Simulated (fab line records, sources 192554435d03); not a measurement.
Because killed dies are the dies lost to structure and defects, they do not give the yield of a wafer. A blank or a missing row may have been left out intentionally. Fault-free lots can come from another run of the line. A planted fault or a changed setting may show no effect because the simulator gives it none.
fab line records	flow n5Finfet
[record] lots = 6	wafers = 18	lastDay = 17
route steps=1938 shown BEOL_M5@1169 BEOL_M6@1194 PASSIVATION@1936
lots that met no fault: from a run of the same line without faults
startH: hours from the record's first day to the start of the lot's first wafer shown	waitH: hours since the lot's step before	" as in the row above	L1.1+2: one row covering several wafers at once	- no value, or no start given	* or withheld: withheld	< > ~ a bound
route shown NAME@n: a module of which the file shows steps, and the number in the route of the first	usual: the fault-free wafers' mean and standard deviation	same: alike in all rows	chamber/n: place in a boat	sites: each site's reading	_std_site: the standard deviation of these	_edge_site: the outer-site mean with the inner-site mean subtracted	radiusMm: for every site, how far away it sits from the centre of the wafer	mask NAME#n: copy n	behind: the last tool/chamber to shape the wafer	hold: what put the lot on hold/how long, in hours/how the hold closed	device: which transistor (n, p or np) failed to switch	end of line: the route-end tests of the same wafers	a step without rows: its recipe alone	killed: not the wafer's yield, but the dies lost to structure and defects at the first sort	map: a wafer's dies, x killed, . not, _ none there
set.NAME: the setting as run; set.NAME@STEP: as run at that earlier step	model.NAME: the simulator's own value behind a step, which no gauge read
lots at selected steps of the route; one table per step, one row per wafer
services: the hour from which a tool's chamber was out of use, counted from the record's first day as startH (under 0 if before that day), plus the number of hours and why
[[steps]]
[step N5_BEOL_M5_CURE_80]
[recipe] tempC = 370	timeS = 120	ambient = DMADMS/He	material = SiCOH_lowk
[step N5_BEOL_M5_DEGAS_44]
[recipe] ambient = vacuum	tempC = 250	timeS = 60
[step N5_BEOL_M5_PRE_CLEAN_45]
[recipe] gas = H2/He	timeS = 30	tempC = 250
[step N5_BEOL_M5_ALD_86]
[recipe] material = TaN	targetThkA = *	tempC = 275	aldPrecursorFamily = PDMAT	aldCoReactant = NH3	pressureTorr = 3	carrierFlowSccm = 1500	pulseTimeS = 2	purgeTimeS = 3	coReactantPurgeTimeS = 2	coReactantPulseTimeS = 3	aldCycles = 30	precursorVesselTempC = 75	precursorVesselPressureTorr = 26.25	precursorVesselCarrierSccm = 1000
[usual] heaterPowerW = 425/42
lot.wafer	tool	chamber	startH	waitH	heaterPowerW
L856.1	aldMetal-03	2	196.63	0.0	395
L856.2	"	3	"	"	501
L856.6	"	2	"	"	393
L858.3	aldMetal-03	2	202.14	0.3	388
L858.5	"	1	"	"	436
L858.6	"	0	"	"	390
L863.1	aldMetal-04	0	223.62	0.2	445
L863.3	"	3	"	"	384
L863.4	"	1	"	"	442
L865.1	aldMetal-03	3	237.75	0.0	486
L865.2	"	0	"	"	381
L865.3	"	1	"	"	437
L877.1	aldMetal-03	0	319.84	0.0	387
L877.3	"	2	"	"	384
L877.6	"	2	"	"	394
L879.1	aldMetal-03	2	325.84	0.1	388
L879.4	"	3	"	"	499
L879.6	"	1	"	"	443
[step N5_BEOL_M5_SURFACE_TREAT_87]
[recipe] gas = Ar	timeS = *	ionEnergyEv = *	ionCurrentMaCm2 = 0.5	pressureMtorr = *	arFlowSccm = 30
[step N5_BEOL_M5_CVD_47]
[recipe] material = Co	targetThkA = 30	tempC = withheld	precursor = CCTBA/H2	pressureTorr = 30	timeS = 216
[step N5_BEOL_M5_SPUTTER_48]
[recipe] material = Cu	targetThkA = 150	tempC = -20	chamberPressurePa = 0.07	powerW = withheld	timeS = 27.62
[step N5_BEOL_M5_ANNEAL_49]
[recipe] tempC = 400	timeS = 1800	ambient = vacuum
[step N5_BEOL_M5_SPUTTER_81]
[recipe] material = Cu	targetThkA = 150	tempC = -20	chamberPressurePa = 0.07	powerW = withheld	timeS = 27.62
[step N5_BEOL_M5_ANNEAL_82]
[recipe] tempC = 400	timeS = 1800	ambient = vacuum
[step N5_BEOL_M5_SPUTTER_83]
[recipe] material = Cu	targetThkA = 150	tempC = -20	chamberPressurePa = 0.07	powerW = withheld	timeS = 27.62
[step N5_BEOL_M5_ANNEAL_84]
[recipe] tempC = 400	timeS = 1800	ambient = vacuum
[usual] heaterPowerW = 791/56	susceptor_temp_C_max = 400.9/0.43
lot.wafer	tool	chamber	startH	waitH	heaterPowerW	susceptor_temp_C_max
L856.1	pvdSputter-03	-	201.25	0.0	735	401.0
L856.2	"	-	"	"	836	400.8
L856.6	"	-	"	"	746	401.2
L858.3	pvdSputter-02	-	204.98	0.0	885	401.1
L858.5	"	-	"	"	771	400.8
L858.6	"	-	"	"	702	400.9
L863.1	pvdSputter-03	-	226.76	0.0	836	400.8
L863.3	"	-	"	"	782	400.8
L863.4	"	-	"	"	829	400.8
L865.1	pvdSputter-03	-	240.53	0.0	739	400.9
L865.2	"	-	"	"	820	400.9
L865.3	"	-	"	"	780	401.1
L877.1	pvdSputter-01	-	322.63	0.0	840	400.6
L877.3	"	-	"	"	841	400.4
L877.6	"	-	"	"	757	401.6
L879.1	pvdSputter-01	-	328.92	0.0	836	400.8
L879.4	"	-	"	"	847	400.5
L879.6	"	-	"	"	779	401.3
[step N5_BEOL_M5_SPUTTER_88]
[recipe] material = Cu	targetThkA = 150	tempC = -20	chamberPressurePa = 0.07	powerW = withheld	timeS = 27.62
[usual] chuckSensorTempC = -15.9/0.54	substrateTempC = -20.01/0.1	throttleValvePct = 30.8/0.93
lot.wafer	tool	chamber	startH	waitH	chuckSensorTempC	substrateTempC	throttleValvePct
L856.1	pvdSputter-03	-	202.26	0.5	-16.4	-20.16	30.3
L856.2	"	-	"	"	-15.4	-19.93	31.8
L856.6	"	-	"	"	-16.3	-20.07	30.6
L858.3	pvdSputter-02	-	205.99	0.5	-16.6	-19.99	31.3
L858.5	"	-	"	"	-16.1	-20.13	32.5
L858.6	"	-	"	"	-15.8	-20.04	30.7
L863.1	pvdSputter-03	-	227.77	0.5	-15.8	-19.94	31.5
L863.3	"	-	"	"	-15.1	-20.07	30.8
L863.4	"	-	"	"	-15.5	-19.93	31.9
L865.1	pvdSputter-03	-	241.54	0.5	-16.2	-19.96	30.3
L865.2	"	-	"	"	-15.6	-20.18	31.8
L865.3	"	-	"	"	-15.3	-20.11	30.7
L877.1	pvdSputter-01	-	323.64	0.5	-15.1	-20.05	29.6
L877.3	"	-	"	"	-16.0	-19.96	30.3
L877.6	"	-	"	"	-14.9	-20.02	30.5
L879.1	pvdSputter-01	-	329.92	0.5	-15.1	-19.83	29.8
L879.4	"	-	"	"	-16.1	-20.26	30.4
L879.6	"	-	"	"	-16.4	-19.99	29.7
[step N5_BEOL_M5_ANNEAL_89]
[recipe] tempC = 400	timeS = 1800	ambient = vacuum
[usual] heaterPowerW = 791/56	susceptor_temp_C_max = 400.9/0.41
lot.wafer	tool	chamber	startH	waitH	heaterPowerW	susceptor_temp_C_max
L856.1	pvdSputter-03	-	202.34	0.0	738	401.2
L856.2	"	-	"	"	849	401.1
L856.6	"	-	"	"	716	401.2
L858.3	pvdSputter-02	-	206.07	0.0	873	400.8
L858.5	"	-	"	"	748	400.7
L858.6	"	-	"	"	704	400.7
L863.1	pvdSputter-03	-	227.85	0.0	842	400.8
L863.3	"	-	"	"	787	401.0
L863.4	"	-	"	"	830	400.4
L865.1	pvdSputter-03	-	241.62	0.0	734	401.2
L865.2	"	-	"	"	818	401.1
L865.3	"	-	"	"	781	400.9
L877.1	pvdSputter-01	-	323.72	0.0	858	401.1
L877.3	"	-	"	"	831	400.8
L877.6	"	-	"	"	756	401.6
L879.1	pvdSputter-01	-	330.00	0.0	842	401.2
L879.4	"	-	"	"	842	400.6
L879.6	"	-	"	"	786	401.2
[step N5_BEOL_M5_SPUTTER_90]
[recipe] material = Cu	targetThkA = 45	tempC = -20	chamberPressurePa = 0.07	powerW = withheld	timeS = 8.29
[step N5_BEOL_M5_ECD_50]
[recipe] material = Cu	targetThkA = 3000
[step N5_BEOL_M5_ANNEAL_51]
[recipe] tempC = 225	timeS = 90	ambient = N2
[step N5_BEOL_M5_CMP_52]
[recipe] stopOn = SiCOH_lowk	tOverpolishS = 6.9	downForcePsi = 1	platenRpm = 50	clearingPlatenDownForcePsi = 1.5	clearingPlatenRpm = 50	postCmpClean = cuAlkaline	targetThkNm = 62	clearingPlatenPadVelocityMS = 0.99484	padVelocityMS = 0.99484
[step N5_BEOL_M5_PRE_CLEAN_77]
[recipe] gas = NH3/H2	timeS = 15	tempC = *	rfPowerW = 300
[step N5_BEOL_M5_CO_CAP_78]
[recipe] material = Co	targetThkA = 20	tempC = 200	precursor = CCTBA/H2	pressureTorr = 30	timeS = 102.1
[step N5_BEOL_M5_PRE_CLEAN_55]
[recipe] gas = NH3	timeS = 15	tempC = withheld	rfPowerW = 300
[step N5_BEOL_M5_DEP_56]
[recipe] material = SiCN	targetThkA = 80	tempC = withheld	precursor = 3MS/NH3	pressureTorr = 3	rfW = 202	timeS = 14
[step N5_BEOL_M5_RS_MEAS_57]
[recipe] thkMeasGauge = four-point-probe	reads = Co_of_BEOL_M5_CO_CAP_78+Cu_of_BEOL_M5_ECD_50+Co_of_BEOL_M5_CVD_47+TaN_of_BEOL_M5_ALD_86
[usual] M5_RS = 0.388/0.011
lot.wafer	tool	chamber	startH	waitH	M5_RS[ohm/sq]
L856.1	filmMetro-01	-	206.03	0.0	0.385
L856.2	"	-	"	"	0.390
L856.6	"	-	"	"	0.380
L858.3	filmMetro-01	-	208.21	0.1	0.383
L858.5	"	-	"	"	0.387
L858.6	"	-	"	"	0.398
L863.1	filmMetro-02	-	229.91	0.0	0.365
L863.3	"	-	"	"	0.386
L863.4	"	-	"	"	0.404
L865.1	filmMetro-01	-	243.69	0.0	0.371
L865.2	"	-	"	"	0.384
L865.3	"	-	"	"	0.396
L877.1	filmMetro-01	-	325.78	0.0	0.379
L877.3	"	-	"	"	0.377
L877.6	"	-	"	"	0.392
L879.1	filmMetro-02	-	332.07	0.0	0.375
L879.4	"	-	"	"	0.381
L879.6	"	-	"	"	0.387
[step N5_BEOL_M6_ILD_DEP_00]
[recipe] material = SiCOH_lowk	targetThkA = 1797.5	tempC = 300	precursor = DEMS/porogen	pressureTorr = 5	rfW = 500	timeS = 33.4
[usual] heaterPowerW = 302/38	rfFwdPowerW = 494.1/1.8	showerheadPlenumPTorr = 5.738/0.017	throttleValvePct = 13.7/0.78
lot.wafer	tool	chamber	startH	waitH	heaterPowerW	rfFwdPowerW	showerheadPlenumPTorr	throttleValvePct
L856.1	pecvd-02	2	206.09	0.0	265	489.4	5.742	12.2
L856.2	"	0	"	"	305	494.7	5.715	13.7
L856.6	"	2	"	"	271	492.0	5.744	12.1
L858.3	pecvd-02	1	208.28	0.0	275	493.6	5.761	14.5
L858.5	"	2	"	"	239	494.7	5.751	12.3
L858.6	"	1	"	"	283	495.1	5.747	14.6
L863.1	pecvd-01	0	229.97	0.0	297	494.7	5.745	13.1
L863.3	"	0	"	"	304	495.6	5.747	13.6
L863.4	"	1	"	"	272	493.3	5.700	14.9
L865.1	pecvd-02	1	243.76	0.0	307	493.6	5.740	14.2
L865.2	"	2	"	"	275	494.9	5.723	12.2
L865.3	"	0	"	"	277	494.2	5.724	13.4
L877.1	pecvd-03	0	325.84	0.0	233	492.8	5.747	13.9
L877.3	"	1	"	"	325	495.3	5.758	14.0
L877.6	"	1	"	"	327	494.6	5.762	13.9
L879.1	pecvd-03	1	332.13	0.0	307	494.4	5.759	13.9
L879.4	"	1	"	"	313	493.1	5.775	14.1
L879.6	"	2	"	"	351	493.9	5.729	13.5
[step N5_BEOL_M6_CURE_74]
[recipe] tempC = 385	timeS = 240	ambient = He/Ar	material = SiCOH_lowk
[step N5_BEOL_M6_THK_MEAS_01]
[recipe] reads = SiCOH_lowk_of_BEOL_M6_ILD_DEP_00
[usual] M6_ILD_THK = 154.8/2
lot.wafer	tool	chamber	startH	waitH	M6_ILD_THK[nm]
L856.1	filmMetro-01	-	206.67	0.4	151.5
L856.2	"	-	"	"	153.0
L856.6	"	-	"	"	154.3
L858.3	filmMetro-02	-	208.85	0.3	153.2
L858.5	"	-	"	"	154.0
L858.6	"	-	"	"	155.8
L863.1	filmMetro-02	-	231.05	0.8	153.6
L863.3	"	-	"	"	155.5
L863.4	"	-	"	"	154.8
L865.1	filmMetro-02	-	244.33	0.4	155.1
L865.2	"	-	"	"	151.0
L865.3	"	-	"	"	156.8
L877.1	filmMetro-01	-	326.42	0.4	152.5
L877.3	"	-	"	"	154.4
L877.6	"	-	"	"	158.5
L879.1	filmMetro-01	-	332.73	0.4	155.3
L879.4	"	-	"	"	157.2
L879.6	"	-	"	"	154.7
[step N5_BEOL_M6_PECVD_70]
[recipe] material = SiO2	targetThkA = 200	tempC = 400	precursor = TEOS/O2	pressureTorr = 5.5	rfW = 450	teosFlowSccm = 53.8	gas = O2	flowSccm = 3000	timeS = 22.7
[usual] heaterPowerW = 684/71	rfFwdPowerW = 444.0/1.7	showerheadPlenumPTorr = 8.77/0.066	throttleValvePct = 22.2/1.3
lot.wafer	tool	chamber	startH	waitH	heaterPowerW	rfFwdPowerW	showerheadPlenumPTorr	throttleValvePct
L856.1	pecvd-01	0	206.71	0.0	778	444.9	8.76	21.3
L856.2	"	1	"	"	633	442.9	8.64	24.3
L856.6	"	0	"	"	759	445.3	8.76	21.3
L858.3	pecvd-02	1	208.89	0.0	567	444.1	8.81	23.4
L858.5	"	2	"	"	584	441.9	8.77	19.8
L858.6	"	1	"	"	591	445.1	8.84	23.6
L863.1	pecvd-02	1	231.09	0.0	585	444.7	8.84	23.4
L863.3	"	1	"	"	615	446.1	8.83	23.2
L863.4	"	2	"	"	648	442.2	8.76	19.8
L865.1	pecvd-01	2	244.37	0.0	770	445.4	8.71	21.3
L865.2	"	0	"	"	706	443.3	8.74	21.3
L865.3	"	1	"	"	735	446.0	8.66	23.9
L877.1	pecvd-03	1	326.46	0.0	654	444.3	8.88	22.7
L877.3	"	0	"	"	650	444.5	8.84	22.9
L877.6	"	0	"	"	635	442.9	8.85	23.2
L879.1	pecvd-02	2	332.77	0.0	611	442.7	8.77	20.1
L879.4	"	2	"	"	638	440.9	8.77	20.2
L879.6	"	1	"	"	603	444.2	8.85	23.4
[step N5_BEOL_M6_HM_DEP_02]
[recipe] material = TiN	targetThkA = 200	tempC = 25	chamberPressurePa = 0.49996
[step N5_BEOL_M6_COAT_59]
[recipe] resist = SOC	tempC = 250	timeS = 60	spinRpm = 1500	resistThkNm = 100
[step N5_BEOL_M6_COAT_60]
[recipe] resist = SiARC	tempC = 220	timeS = 60	spinRpm = 1500	resistThkNm = 35
[step N5_BEOL_M6_COAT_05]
[recipe] resist = CAR-ArF	spinRpm = 1500	resistThkNm = 90
[step N5_BEOL_M6_EBR_07]
[recipe] solvent = PGMEA	ebrWidthMm = 1.5
[step N5_BEOL_M6_SOFTBAKE_06]
[recipe] tempC = 110	timeS = 60	resist = CAR-ArF
[step N5_BEOL_M6_EXPOSE_08]
[recipe] maskId = M6	na = 1.35	sourceShape = dipole	sigmaInner = 0.817	sigmaOuter = 0.97	polarization = te	doseMj = 68.25
[step N5_BEOL_M6_PEB_09]
[recipe] pebTempC = withheld	pebTimeS = 60	resist = CAR-ArF
[step N5_BEOL_M6_DEVELOP_10]
[recipe] developTimeS = 30	developer = TMAH	resist = CAR-ArF	rinseLiquid = diw	dry = airSpin	devTempC = 23
[step N5_BEOL_M6_CD_MEAS_11]
[recipe] targetCdNm = 38.5	landingEnergyEv = 500	detector = seInlens	polarity = opening
[usual] cdNm = 38.7/0.47
lot.wafer	tool	chamber	startH	waitH	cdNm
L856.1	cdSem-01	0	207.47	-	38.4
L856.2	"	0	"	"	39.3
L856.6	"	0	"	"	38.5
L858.3	cdSem-01	0	210.23	-	38.1
L858.5	"	0	"	"	38.8
L858.6	"	0	"	"	38.6
L863.1	cdSem-01	0	232.82	-	38.3
L863.3	"	0	"	"	38.4
L863.4	"	0	"	"	37.7
L865.1	cdSem-03	0	244.80	-	39.2
L865.2	"	0	"	"	38.4
L865.3	"	0	"	"	37.6
L877.1	cdSem-01	0	327.85	-	39.4
L877.3	"	0	"	"	38.1
L877.6	"	0	"	"	38.6
L879.1	cdSem-03	0	333.98	-	38.2
L879.4	"	0	"	"	38.5
L879.6	"	0	"	"	37.6
[step N5_BEOL_M6_OVL_MEAS_12]
[recipe] pointsPerWafer = 44
[usual] M6_OVL = 0.1/0.63
[same] pointsPerWafer = 44
lot.wafer	tool	chamber	startH	waitH	M6_OVL[nm]
L856.1	overlay-02	0	207.50	0.0	0.3
L856.2	"	0	"	"	-0.4
L856.6	"	0	"	"	0.3
L858.3	overlay-02	0	210.26	0.0	0.1
L858.5	"	0	"	"	0.8
L858.6	"	0	"	"	0.3
L863.1	overlay-01	0	232.85	0.0	1.3
L863.3	"	0	"	"	0.6
L863.4	"	0	"	"	1.2
L865.1	overlay-01	0	244.83	0.0	0.4
L865.2	"	0	"	"	-1.1
L865.3	"	0	"	"	-0.4
L877.1	overlay-02	0	327.88	0.0	1.5
L877.3	"	0	"	"	1.0
L877.6	"	0	"	"	1.0
L879.1	overlay-02	0	334.01	0.0	0.0
L879.4	"	0	"	"	0.2
L879.6	"	0	"	"	0.3
[step N5_BEOL_M6_DESCUM_16]
[recipe] chemistry = O2	timeS = 7.9	sourcePowerW = 50	biasPowerW = 20	pressureMtorr = 20	rfFrequencyHz = 2.712e+07	tempC = 40	resist = CAR-ArF	o2FlowSccm = 225
[step N5_PASSIVATION_PROBE_49]
[usual] defectLimitedYield = 91.3/1.5	killed_at_M0_to_M3 = 31/11	killed_at_M4_up = 14/5.1	killedAtContacts = 12/5.6	killedAtFrontEnd = 42/12	killedAtOther = 3.8/2.9	killedDies = 103/18	killedOpen = 67/14	killedShort = 33/8	sort_bin_5_function = 5.1/1	sort_bin_6_memory = 3.2/0.75	sortNPass = 1077/18	sortYieldPct = 91.3/1.5
[same] grossDies = 1180	killedAtBackSide = 0	sort_bin_4_leakage[%] = 0	sort_bin_8_speed[%] = 0
lot.wafer	tool	chamber	startH	waitH	defectLimitedYield[%]	killed_at_M0_to_M3	killed_at_M4_up	killedAtContacts	killedAtFrontEnd	killedAtOther	killedDies	killedOpen	killedShort	sort_bin_5_function[%]	sort_bin_6_memory[%]	sortNPass	sortYieldPct[%]
L863.1	prober-01	-	339.42	0.0	87.5	16	57	8	60	6	147	54	38	7.0	4.0	1033	87.5
L863.3	prober-01	-	339.52	0.1	86.1	15	96	7	41	5	164	52	22	9.0	3.4	1016	86.1
L863.4	prober-01	-	339.57	0.2	82.0	15	118	16	60	3	212	57	44	11.9	4.2	968	82.0
L865.1	prober-02	-	349.71	2.4	87.5	27	63	11	44	3	148	66	28	7.4	3.8	1032	87.5
L865.2	prober-02	-	349.76	2.5	83.8	18	125	4	40	4	191	45	38	11.0	3.5	989	83.8
L865.3	prober-02	-	349.81	2.5	84.2	26	109	11	39	2	187	60	34	10.9	3.1	993	84.2
// killed by level:class
L863.1 BEOL_M5:unspecified=47 FIN_SAQP:geometricParticle:short=10 GATE_CUT:geometricParticle:short=9 HKMG_FIN:areaEtch=8 FIN_SAQP:geometricParticle:open=7 GATE_CUT:geometricParticle:open=7 MOL_CONTACT_COAG:geometricParticle:open=7 BEOL_M4:geometricParticle:open=7
L863.3 BEOL_M5:unspecified=90 FIN_SAQP:geometricParticle:open=10 STI_FIN_REVEAL:geometricParticle:open=8 FIN_SAQP:geometricParticle:short=6 GATE_CUT:geometricParticle:open=5 MOL_CONTACT_COAG:geometricParticle:open=5 STI_FIN_REVEAL:geometricParticle:short=4 DUMMY_GATE:geometricParticle:open=3
L863.4 BEOL_M5:unspecified=106 FIN_SAQP:geometricParticle:short=20 MOL_CONTACT_COAG:geometricParticle:open=13 FIN_SAQP:geometricParticle:open=7 GATE_CUT:geometricParticle:short=6 STI_FIN_REVEAL:geometricParticle:open=5 GATE_CUT:geometricParticle:open=5 HKMG_FIN:areaEtch=5
L865.1 BEOL_M5:unspecified=50 FIN_SAQP:geometricParticle:open=12 MOL_CONTACT_COAG:geometricParticle:open=10 FIN_SAQP:geometricParticle:short=9 BEOL_M2:geometricParticle:open=7 BEOL_M3:geometricParticle:open=6 GATE_CUT:geometricParticle:short=5 BEOL_M3:geometricParticle:short=4
L865.2 BEOL_M5:unspecified=107 FIN_SAQP:geometricParticle:open=12 FIN_SAQP:geometricParticle:short=9 BEOL_M1:geometricParticle:open=5 BEOL_M5:geometricParticle:open=5 BEOL_M4:geometricParticle:short=4 GATE_CUT:geometricParticle:short=4 ILD0:geometricParticle:short=4
L865.3 BEOL_M5:unspecified=92 FIN_SAQP:geometricParticle:open=13 FIN_SAQP:geometricParticle:short=10 MOL_CONTACT_COAG:geometricParticle:open=10 BEOL_M0_SAQP:geometricParticle:short=10 BEOL_M4:geometricParticle:short=5 BEOL_M5:geometricParticle:open=5 STI_FIN_REVEAL:geometricParticle:open=4
// map L863.4 (x killed, . not)
_________________............________________
______________..x.....x..xxx.xx._____________
___________....x......x............__________
__________...........x....x.....x..._________
________x...............x....x........_______
_______..x...x.........................______
______..............................x..._____
_____....................................____
____.......xx..............x..............___
___.x..x....x.x......x..................x..__
___..x...xx......x.......x.........xx......__
__....x....xx..........x............x..x...x_
__....................x......x.............._
_........................x...................
_.........................x..................
_...........x.......x..xxx.xx....x...........
_..........x..x........xx.xx.xx..x.x....xx..x
_.....x............x.xxxxxxxxxx..............
_.....x........x.xx..xxxxxxxxxxxx.x..x.....x.
_.......xx.x.........xxxxxxxxxxx...x...x..x..
_.................x...xxxxxxxxxxxx.........x.
__.........xx.......xxxxxxxxxxxxxx.........._
__x................xxxxxxxxxxxxxx....x......_
___.....x..x..x........xxxxxxxx...x........__
___........x........x.x.xxxxxxxxx..........__
____...............x....x.xx.....x.......x___
_____.........x....................xx....____
______.........................x....x.x._____
_______xx............x....x............______
________....x.x.x.....x..............._______
__________..x......x....xx.........._________
___________......x..x..............__________
______________................x._____________
_________________...........x________________
// map L865.2 (x killed, . not)
_________________............________________
______________x...x.........x..._____________
___________x.......x.......x.......__________
__________.........x........x......._________
________.xx.......x.x................._______
_______..x...............xx............______
______...x.....x........................_____
_____....................................____
____..........xx.................x........___
___........x.........x.x.......x.....x.x...__
___..........x....x........................__
__.......x...................xx............._
__..........x...x.x........................x_
_........................xx..x...............
_..............x......................x....x.
_......................x...x.................
_.............x......x..xx.xx..xx............
_........x..x...x....x..xxxxxxxxx....x...x...
_...........x......x.xx.xxxxxxxxxx.......x...
_x...............x...xxxxxxxxxxxxx...........
_..............x....xxxxxxxxxxxxxx...........
__.xx....x.........xxxxxxxxxxxxx.x....x....._
__....x.....x....x..x.xxxxxxxxxx.x.........._
___...x..............xxxxxxxxxx.xx.xx......__
___....................xxxx.x.x...x...x....__
____....................xxx.x.x...x......x___
_____.x.......................x..........____
______................x........x.....x.._____
_______.........xx...x........x........______
________....x...x...................x._______
__________..........x.........x....x_________
___________.....x..................__________
______________............x....._____________
_________________............________________
[[services]]
tool	chamber	startH	hours	kind
pecvd-03	1	184.01	5.0	scheduledDown
aldMetal-04	-	198.45	2.6	repair
pecvd-01	-	200.16	2.8	pm
pecvd-02	0	226.37	5.5	scheduledDown
pecvd-02	0	233.12	2.1	scheduledDown
pecvd-01	-	258.95	5.1	repair
aldMetal-04	0	299.98	6.3	repair
pecvd-02	-	316.12	14.6	pm
pecvd-01	0	320.34	2.1	scheduledDown
[[key]]
[firstSign] step = N5_PASSIVATION_PROBE_49	reading = killed_at_M4_up	direction = up	sigmas = 16	usual = 14	struck = 95
[effect] step = N5_PASSIVATION_PROBE_49	reading = killedDies	direction = up	sigmas = 3.9	usual = 103	struck = 175
[moreKillsBornAt] N5_BEOL_M5_SPUTTER_88@pvdSputter-03 = 492
metAt N5_BEOL_M5_SPUTTER_88
struckWafers L863.1,L863.3,L863.4,L865.1,L865.2,L865.3
onsetBetween 202.26 227.77
alsoFits N5_BEOL_M5_ANNEAL_84:pvdSputter-03,N5_BEOL_M5_ANNEAL_89:pvdSputter-03
[fault] kind = chamberParticleSource	tool = pvdSputter-03	chamber = -	onsetH = 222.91	steps = N5_BEOL_M5_SPUTTER_88	ratePerVisitCm2 = 0.55787	endH = 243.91
